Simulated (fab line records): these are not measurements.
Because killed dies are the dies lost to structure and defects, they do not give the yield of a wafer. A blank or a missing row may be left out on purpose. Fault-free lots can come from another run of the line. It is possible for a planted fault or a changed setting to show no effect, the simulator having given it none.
Chamber matching :: flow nand harc :: NHARC_A_M1_STRIP_18 on rie diel-09 has 4 sister chambers
The step strips in N2/H2. 4 wafers are shown with their chamber, then 7 later ones without.

== EACH WAFER AND ITS CHAMBER ==
wafer: L140.2
chamber: 0
showerhead plenum p Torr (Torr): 2.20

wafer: L138.2
chamber: 1
showerhead plenum p Torr (Torr): 2.16

wafer: L139.4
chamber: 2
showerhead plenum p Torr (Torr): 2.04

wafer: L139.5
chamber: 3
showerhead plenum p Torr (Torr): 2.11

== WAFERS MISSING THEIR CHAMBER ==
wafer: L139.6
showerhead plenum p Torr (Torr): 2.04

wafer: L141.4
showerhead plenum p Torr (Torr): 2.04

wafer: L141.5
showerhead plenum p Torr (Torr): 2.11

wafer: L141.6
showerhead plenum p Torr (Torr): 2.16

wafer: L142.3
showerhead plenum p Torr (Torr): 2.11

wafer: L142.4
showerhead plenum p Torr (Torr): 2.04

wafer: L142.5
showerhead plenum p Torr (Torr): 2.19

== WHICH CHAMBER EACH ONE RAN IN ==
wafer: L139.6
from the rows above: 2
in truth: 2

wafer: L141.4
from the rows above: 2
in truth: 2

wafer: L141.5
from the rows above: 3
in truth: 3

wafer: L141.6
from the rows above: 1
in truth: 1

wafer: L142.3
from the rows above: 3
in truth: 3

wafer: L142.4
from the rows above: 2
in truth: 2

wafer: L142.5
from the rows above: 0
in truth: 0
Placed correctly: 7 of 7. Left unplaced by these rows: 0. Wrongly placed: 0.
How it was worked out, from the rows above alone: a wafer's distance from a chamber is the root of the sum, over the readings, of the square of ((its reading less the chamber's mean) divided by the reading's scatter). The wafer belongs to the nearest chamber; if the next one is less than 2 further off, it can't be placed. A chamber's mean is the mean of its shown wafers. The scatter: with one shown wafer a chamber, the root of the mean of the squares of how far each hidden wafer lies from its nearest shown one.
